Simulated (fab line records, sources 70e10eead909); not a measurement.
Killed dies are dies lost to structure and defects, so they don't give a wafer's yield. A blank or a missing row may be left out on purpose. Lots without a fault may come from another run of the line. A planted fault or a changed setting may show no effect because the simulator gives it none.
One fault seen from 2 desks | flow nand_harc | each desk has only its own numbers; what lay behind them comes last

THE METROLOGY DESK
What the gauges read, lot by lot, whatever tool the lot ran on: means of the sampled wafers that have a number. A lot is out of limits, marked OUT, if its mean lies more than 4 standard deviations from the usual mean; the brackets give that distance.
Columns: A = cd_nm at NHARC_THIN_TSV_CD_MEAS_12, usual 1000.3 nm; B = cd_nm at NHARC_THIN_TSV_CD_MEAS_33, usual 4999.9 nm
lot  | first seen here | A      | B
L699 | day 24 07:35    | 1001.2 | 5001.2
L701 | day 24 23:19    | 1002.1 | 5000.5
L702 | day 25 14:04    | 1001.5 | 4999.7
L704 | day 26 22:23    | 1000.6 | 4998.8
L706 | day 27 03:00    | 999.0  | 5000.6
L705 | day 27 04:07    | 1000.4 | 5000.4
L707 | day 27 23:30    | 1000.0 | 4998.4
L708 | day 28 04:14    | 1000.9 | 4999.9
L709 | day 28 12:05    | 997.7  | 5001.7
L710 | day 28 15:20    | 999.9  | 4999.0
L711 | day 29 05:20    | 999.4  | 5003.4
L712 | day 29 16:36    | 997.8  | 5000.6
L719 | day 32 19:09    | 1000.8 | 5004.1
This desk's finding: nothing out of limits on any of the 13 lots.

THE TOOL OWNER'S DESK: rie_diel-06
The tool's own readings at NHARC_A_BONDPAD_ETCH_12 (etches the open film in CHF3/O2, target depth 220 nm, time 110 s): means of the sampled wafers that have a number, for each lot that ran on this tool. A lot is out of limits, marked OUT, if its mean lies more than 4 standard deviations from the usual mean; the brackets give that distance.
Columns: A = drypump_motor_current_A at NHARC_A_BONDPAD_ETCH_12, usual 5.6 A; B = oes_product_au at NHARC_A_BONDPAD_ETCH_12, usual 0.946 a.u.; C = rf_vpp_V at NHARC_A_BONDPAD_ETCH_12, usual 370.0 V; D = showerhead_plenum_p_Torr at NHARC_A_BONDPAD_ETCH_12, usual 2.37 Torr; E = throttle_valve_pct at NHARC_A_BONDPAD_ETCH_12, usual 20.572 %
lot  | first seen here | A   | B     | C     | D    | E
L701 | day 24 08:40    | 5.9 | 0.977 | 370.9 | 2.39 | 20.563
L702 | day 24 18:50    | 5.4 | 0.933 | 369.8 | 2.38 | 20.569
L705 | day 26 12:00    | 5.3 | 0.992 | 369.1 | 2.34 | 20.584
L706 | day 26 12:32    | 5.7 | 0.971 | 368.8 | 2.37 | 20.566
L708 | day 27 13:40    | 5.4 | 0.926 | 370.0 | 2.38 | 20.588
L709 | day 27 17:12    | 5.9 | 0.929 | 370.2 | 2.36 | 20.567
L710 | day 27 22:29    | 5.3 | 0.944 | 369.6 | 2.34 | 20.574
L712 | day 29 01:45    | 5.7 | 0.961 | 370.7 | 2.41 | 20.571
This desk's finding: nothing out of limits on any of the 8 lots.

PUT TOGETHER
The metrology desk saw nothing out of limits.
The tool owner's desk saw nothing out of limits.

WHAT THE SIMULATOR HAD PUT IN
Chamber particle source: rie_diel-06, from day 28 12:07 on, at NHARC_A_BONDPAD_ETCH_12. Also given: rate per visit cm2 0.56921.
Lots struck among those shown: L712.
